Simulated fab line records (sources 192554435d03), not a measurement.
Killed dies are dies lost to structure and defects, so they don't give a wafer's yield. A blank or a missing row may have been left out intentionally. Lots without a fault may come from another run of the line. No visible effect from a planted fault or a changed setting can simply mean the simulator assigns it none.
Comparing a struck lot with a sound one    flow n5 finfet    17 steps out of a route of 1938
Sound: the wafers L721.2, L721.3, L721.6. Struck: wafer L735.5. (L735.3 of the same lot was not struck and is left out.) The cause comes at the end.
Each step with rows lists, per side, the tool, then ch with its chambers, then its first start. Under that, the readings that differ: sound wafers    struck wafers    difference of the means    sigmas: that difference in standard deviations of wafers without a fault.
alike: readings with means less than 2 such deviations apart, plus words and numbers identical on both sides. not compared: withheld readings, readings lacking a value on some wafer, bounds such as >300 that could conceal the same value, and numbers that have no deviation in the record and whose values overlap.
A row with sigmas, a row that says differs or no value, or rows on one side alone: a step with any of these is where the two part. Non-overlapping numbers with no deviation appear without sigmas and do not part them. A reading missing from all wafers of one side parts the sides only when that side holds two or more wafers.

first, 4 steps without rows for these wafers: N5_BEOL_M10_HM_STRIP_39 (strips TiN in peroxide tin strip, target depth 25 nm, time 158 s); N5_BEOL_M10_SRD_40 (time 30 s); N5_BEOL_M10_PRECLEAN_42 (cleans in residue remover, time 60 s); N5_BEOL_M10_SRD_43 (time 30 s).
N5_BEOL_M10_CD_MEAS_35: the cd target is 70 nm.
  sound: cd sem-03 at day 10 07:25; struck: cd sem-03 at day 14 07:04
  alike: cd nm
then, 1 step without rows for these wafers: N5_BEOL_M10_CURE_72 (cures SiCOH lowk, time 120 s).
N5_BEOL_M10_DEGAS_44: time 60 s.
  sound: pvd sputter-02 at day 10 08:11; struck: pvd sputter-02 at day 14 07:38
  alike: heater power w, susceptor temp C
N5_BEOL_M10_PRE_CLEAN_45: time 30 s.
  sound: pvd sputter-02 at day 10 08:13; struck: pvd sputter-02 at day 14 07:40
  alike: heater power w, susceptor temp C
N5_BEOL_M10_ALD_74: deposits TaN, target thk 2 nm, pulse time 2 s, purge time 3 s.
  sound on ald metal-02 ch 0,1,2, day 10 08:18; struck on ald metal-04 ch 3, day 14 07:44
reading                      sound              struck  difference  sigmas
precursor vessel temp c (C)  74.75 75.04 74.97  75.18   +0.26       +2
  alike: heater power w, susceptor temp C
N5_BEOL_M10_SURFACE_TREAT_76:
  sound: pvd sputter-02 at day 10 08:46; struck: pvd sputter-02 at day 14 08:10
  not compared: throttle valve pct
then, 1 step without rows for these wafers: N5_BEOL_M10_CVD_75 (deposits Co from CCTBA/H2, target thk 2 nm, time 138.9 s).
N5_BEOL_M10_SPUTTER_48: material Cu, target thk 12 nm, time 2 s.
  sound: pvd sputter-02 at day 10 09:29; struck: pvd sputter-03 at day 14 08:32
  alike: bias v, chamber pressure pa, chuck gas flow sccm, susceptor temp C, throttle valve pct
N5_BEOL_M10_ECD_50: material Cu, target thk 318 nm.
  sound on ecd cu-01 ch 1, day 10 09:36; struck on ecd cu-02 ch 1, day 14 08:49
reading                                  sound          struck  difference  sigmas
model.Cu_of_BEOL_M10_ECD_50.thk nm (nm)  316 314.6 317  536.2   +220.3      
then, 1 step without rows for these wafers: N5_BEOL_M10_ANNEAL_51 (time 90 s).
N5_BEOL_M10_CMP_52: polishes, stops on SiCOH lowk, t overpolish 7 s, target thk 140 nm.
  sound on cmp-03 ch 1,2, day 10 10:24; struck on cmp-02 ch 1, day 14 09:40
reading                 sound     struck  difference  sigmas
time to endpoint s (s)  66 64 70  124     +57         +12
  alike: motor current A
N5_BEOL_M10_THK_MEAS_53: measures by xrf.
  sound: film metro-01 at day 10 10:41; struck: film metro-02 at day 14 09:51
  alike: M10_THK
next, for these wafers, 1 step has no rows: N5_PASSIVATION_PROBE_49.

== WHERE THEY PART ==
Earliest at N5_BEOL_M10_ALD_74; latest, in this record, at N5_BEOL_M10_CMP_52. Later steps at which nothing parts them and some readings are alike: N5_BEOL_M10_THK_MEAS_53.

WHY: what the simulator had put in
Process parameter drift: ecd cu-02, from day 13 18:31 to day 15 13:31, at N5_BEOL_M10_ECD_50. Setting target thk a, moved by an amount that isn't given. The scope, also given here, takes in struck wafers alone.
